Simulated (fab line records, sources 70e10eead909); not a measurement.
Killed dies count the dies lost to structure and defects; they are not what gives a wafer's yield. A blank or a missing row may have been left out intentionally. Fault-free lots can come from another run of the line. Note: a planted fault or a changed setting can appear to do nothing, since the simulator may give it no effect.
Comparing a struck lot with a sound one ; flow nandHarc ; 14 steps out of a route of 1302
Sound: the wafers L991.4, L991.5, L991.6. Wafers struck: L986.1, L986.3, L986.5. The cause is named last.
Per side, at each step with rows, come the tool, then ch with its chambers, and then its first start. Under that, the readings that differ: sound wafers ; struck wafers ; difference of the means ; sigmas: that difference in standard deviations of wafers without a fault.
alike: same words and numbers on both sides, and readings whose means sit less than 2 such deviations apart. not compared: any withheld reading, any reading some wafer has no value for, any bound like >300 that may hide the same value, and any number with overlapping values for which the record gives no deviation.
Wherever a step has rows on one side only, a row that says differs or no value, or a row with sigmas, the two part there. Non-overlapping numbers with no deviation appear without sigmas and do not part them. A reading missing from all wafers of one side parts the sides only when that side holds two or more wafers.

first, 1 step without rows for these wafers: NHARC_P_ZERO_WELL_HARDBAKE_12 (time 65 s).
NHARC_P_ZERO_WELL_DESCUM_13: chemistry O2, time 3 s.
  sound on rieDiel-11 ch 0,1,3, day 7 07:17; struck on rieDiel-11 ch 2,3, day 5 05:25
  alike: drypumpMotorCurrentA, oesProductAu, rfVppV, showerheadPlenumPTorr, throttleValvePct
  not compared: rfHoursCounterH
NHARC_P_ZERO_WELL_ETCH_65: etches the open film in N2/H2, target depth 80 nm, overetch 24 nm, time 87.88 s.
  sound on rieDiel-11 ch 1,2, day 7 07:23; struck on rieDiel-11 ch 2,3, day 5 05:31
  alike: drypumpMotorCurrentA, oesProductAu, rfVppV, showerheadPlenumPTorr, throttleValvePct
  not compared: rfHoursCounterH
NHARC_P_ZERO_WELL_ETCH_62: etches the open film in CHF3/Ar, target depth 13 nm, time 6.5 s.
  sound on rieDiel-11 ch 2,3; struck on rieDiel-11 ch 0,1,3
  alike: drypumpMotorCurrentA, oesProductAu, rfVppV, showerheadPlenumPTorr, throttleValvePct
  not compared: rfHoursCounterH
NHARC_P_ZERO_WELL_ETCH_63: etches the open film in HBr/Cl2, target depth 120 nm, time 40.1 s.
  sound on rieSi-01 ch 0,2,3, day 7 07:37; struck on rieSi-03 ch 0,1, day 5 05:49
  alike: drypumpMotorCurrentA, oesProductAu, throttleValvePct
  not compared: rfHoursCounterH
then, 7 steps without rows for these wafers: NHARC_P_ZERO_WELL_STRIP_15 (strips in SPM, time 900 s); NHARC_P_ZERO_WELL_DEHYDRATE_16 (time 120 s); NHARC_P_ZERO_WELL_HMDS_17 (time 30 s); NHARC_P_ZERO_WELL_COAT_18; NHARC_P_ZERO_WELL_SOFTBAKE_19 (time 95 s); NHARC_P_ZERO_WELL_EBR_20; NHARC_P_ZERO_WELL_EXPOSE_21 (exposes mask P NWELL, target cd 720 nm).
NHARC_P_ZERO_WELL_PEB_22: peb time 85 s.
  sound on lithoTrack-05 ch 0, day 7 08:18; struck on lithoTrack-05, day 5 06:32
  no value came back on the struck wafers for chillPlateTempC (C), exhaustPa (Pa); on the sound wafers chillPlateTempC (C) reads 23.14 23.06 23.05
then, 1 step without rows for these wafers: NHARC_P_ZERO_WELL_DEVELOP_23 (time 70 s).

== WHERE THEY PART ==
At NHARC_P_ZERO_WELL_PEB_22 and nowhere else, as far as this record goes.

WHY: whatever the simulator had introduced
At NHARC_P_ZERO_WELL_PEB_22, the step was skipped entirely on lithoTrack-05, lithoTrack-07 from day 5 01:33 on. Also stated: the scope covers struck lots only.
